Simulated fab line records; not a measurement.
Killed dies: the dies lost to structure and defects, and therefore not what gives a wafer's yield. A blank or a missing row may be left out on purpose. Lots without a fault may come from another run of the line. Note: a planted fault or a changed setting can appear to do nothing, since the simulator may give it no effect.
Check for tools in common -- flow n5Finfet -- Lots sampled 10, wafers sampled 30

## REASON FOR OPENING
N5_BEOL_M15_OVL_MEAS_11, reading V14_OVL: flagged on 2 of 10 lots. Wafers without a fault read 1 nm, standard deviation 4.8.
Rule: a lot is flagged in two cases, either no wafer of it has a number, or all its wafers with numbers fall more than 4 standard deviations from that mean. All remaining lots are regarded as sound.

lot,measured,on,"V14_OVL (nm), wafer by wafer",flag
L146,day 13 11:03,overlay-02,2 0 3,
L147,day 14 04:02,overlay-02,3 2 -10,
L149,day 14 04:04,overlay-02,0 6 4,
L150,day 14 08:37,overlay-01,11 10 9,
L153,day 15 08:22,overlay-02,1 -3 -3,
L158,day 17 05:02,overlay-01,41 44 43,FLAGGED
L164,day 17 08:00,overlay-01,-2 -3 1,
L163,day 18 02:19,overlay-01,40 31 41,FLAGGED
L165,day 19 07:34,overlay-01,-1 4 8,
L166,day 19 08:41,overlay-01,-3 -9 -2,
Average over the flagged lots: 40 nm; offset from the usual +39 nm, equal to +8 standard deviations.

## WHICH TOOL RAN EACH LOT
2 process steps preceding the reading are held in the record, out of 1938 steps in the route. In each cell: the tool, then ch and the chambers that the sampled wafers went through, then the start.
lot,flag,N5_BEOL_M14_STRIP_37,N5_BEOL_M15_EXPOSE_07
L146,,"rieDiel-06 ch 1,3, day 13 08:32","krfScanner-02 ch 0, day 13 10:52"
L147,,"rieDiel-03 ch 2,3, day 14 01:17","krfScanner-01 ch 0, day 14 03:50"
L149,,"rieDiel-03 ch 0,1,3, day 14 01:28","krfScanner-01 ch 0, day 14 03:52"
L150,,"rieDiel-06 ch 0,2,3, day 14 05:22","krfScanner-01 ch 0, day 14 08:25"
L153,,"rieDiel-06 ch 0,2, day 15 05:19","krfScanner-01 ch 0, day 15 08:10"
L158,FLAGGED,"rieDiel-02 ch 0,2,3, day 17 00:45","krfScanner-01 ch 0, day 17 04:50"
L164,,"rieDiel-03 ch 0,1,3, day 17 04:59","krfScanner-02 ch 0, day 17 07:48"
L163,FLAGGED,"rieDiel-06 ch 2,3, day 17 23:46","krfScanner-01 ch 0, day 18 02:07"
L165,,"rieDiel-02 ch 1,2,3, day 19 04:47","krfScanner-02 ch 0, day 19 07:22"
L166,,"rieDiel-02 ch 0,1,2, day 19 05:26","krfScanner-02 ch 0, day 19 08:29"
What these steps do:
- N5_BEOL_M14_STRIP_37: strips in O2.
- N5_BEOL_M15_EXPOSE_07: exposes mask V14.
- N5_BEOL_M15_OVL_MEAS_11

## FLAGGED OVER TOTAL, TOOL BY TOOL (the gauges that took the reading come last)
step,tool,lots run,flagged,share of the flagged lots,sound lots run after its first flagged lot
N5_BEOL_M14_STRIP_37,rieDiel-02,3,1,some,"2 (L165,L166)"
N5_BEOL_M14_STRIP_37,rieDiel-03,3,0,none,-
N5_BEOL_M14_STRIP_37,rieDiel-06,4,1,some,0
N5_BEOL_M15_EXPOSE_07,krfScanner-01,6,2,all,0
N5_BEOL_M15_EXPOSE_07,krfScanner-02,4,0,none,-
N5_BEOL_M15_OVL_MEAS_11,overlay-01,6,2,all,"3 (L164,L165,L166)"
N5_BEOL_M15_OVL_MEAS_11,overlay-02,4,0,none,-

## WHAT THE TABLE ALLOWS
Every flagged lot went through 2 rows of the table: krfScanner-01 at N5_BEOL_M15_EXPOSE_07 and overlay-01 at N5_BEOL_M15_OVL_MEAS_11.
- krfScanner-01 at N5_BEOL_M15_EXPOSE_07 ran 6 lots, 2 of them flagged. It ran its last sound lot, L153, at day 15 08:10 and its first flagged lot, L158, at day 17 04:50: a fault with its onset between the two fits.
- overlay-01 at N5_BEOL_M15_OVL_MEAS_11 ran 6 lots, 2 of them flagged. Lots that were sound ran on it after the first flagged one (L164, L165, L166); a persistent fault on the entire tool would not allow that.
Left over: one tool, krfScanner-01 at N5_BEOL_M15_EXPOSE_07.

## WHAT THE SIMULATOR HAD INSERTED
Scanner matching overlay: krfScanner-01, from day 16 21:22 on, at N5_BEOL_M15_EXPOSE_07. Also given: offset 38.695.
Lots struck among those shown: L158, L163. The rule above found the same.
